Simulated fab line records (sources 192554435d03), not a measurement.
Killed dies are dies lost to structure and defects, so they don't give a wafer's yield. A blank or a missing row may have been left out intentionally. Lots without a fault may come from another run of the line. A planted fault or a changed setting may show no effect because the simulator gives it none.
Chamber matching :: flow n5 finfet :: N5_STI_FIN_REVEAL_ETCHBACK_08 on rie diel-02: 4 sister chambers
The step etches SiO2 in C4F6/O2, target depth 30.5 nm, time 10.167 s. 8 wafers are shown with their chamber, then 7 later ones without.

== EACH WAFER AND ITS CHAMBER ==
wafer: L818.1
chamber: 1
drypump motor current A (A): 5.5
rf vpp V (V): 657

wafer: L820.3
chamber: 0
drypump motor current A (A): 5.0
rf vpp V (V): 666

wafer: L822.1
chamber: 1
drypump motor current A (A): 5.5
rf vpp V (V): 658

wafer: L825.2
chamber: 0
drypump motor current A (A): 5.1
rf vpp V (V): 664

wafer: L825.3
chamber: 2
drypump motor current A (A): 6.2
rf vpp V (V): 643

wafer: L825.5
chamber: 2
drypump motor current A (A): 6.2
rf vpp V (V): 644

wafer: L835.2
chamber: 3
drypump motor current A (A): 6.0
rf vpp V (V): 674

wafer: L835.3
chamber: 3
drypump motor current A (A): 6.0
rf vpp V (V): 676

== WAFERS MISSING THEIR CHAMBER ==
wafer: L835.6
drypump motor current A (A): 6.0
rf vpp V (V): 674

wafer: L839.2
drypump motor current A (A): 5.9
rf vpp V (V): 674

wafer: L839.3
drypump motor current A (A): 5.0
rf vpp V (V): 666

wafer: L839.4
drypump motor current A (A): 5.5
rf vpp V (V): 657

wafer: L841.3
drypump motor current A (A): 5.1
rf vpp V (V): 666

wafer: L841.5
drypump motor current A (A): 5.5
rf vpp V (V): 657

wafer: L841.6
drypump motor current A (A): 5.0
rf vpp V (V): 666

== WHICH CHAMBER EACH ONE RAN IN ==
wafer: L835.6
from the rows above: 3
in truth: 3

wafer: L839.2
from the rows above: 3
in truth: 3

wafer: L839.3
from the rows above: 0
in truth: 0

wafer: L839.4
from the rows above: 1
in truth: 1

wafer: L841.3
from the rows above: 0
in truth: 0

wafer: L841.5
from the rows above: 1
in truth: 1

wafer: L841.6
from the rows above: 0
in truth: 0
Correctly placed: 7 of 7. Can't be placed from these rows: 0. Wrongly placed: 0.
How it was worked out, from the rows above alone: a wafer's distance from a chamber is the root of the sum, over the readings, of the square of ((its reading less the chamber's mean) divided by the reading's scatter). If the next closest chamber is less than 2 further off than the closest, the wafer can't be placed; otherwise it belongs to the closest. Each chamber's mean is taken over the wafers shown for it. The scatter: take each reading less its chamber's mean, square it, sum over the shown wafers, divide by the number of wafers less the number of chambers, and take the root.
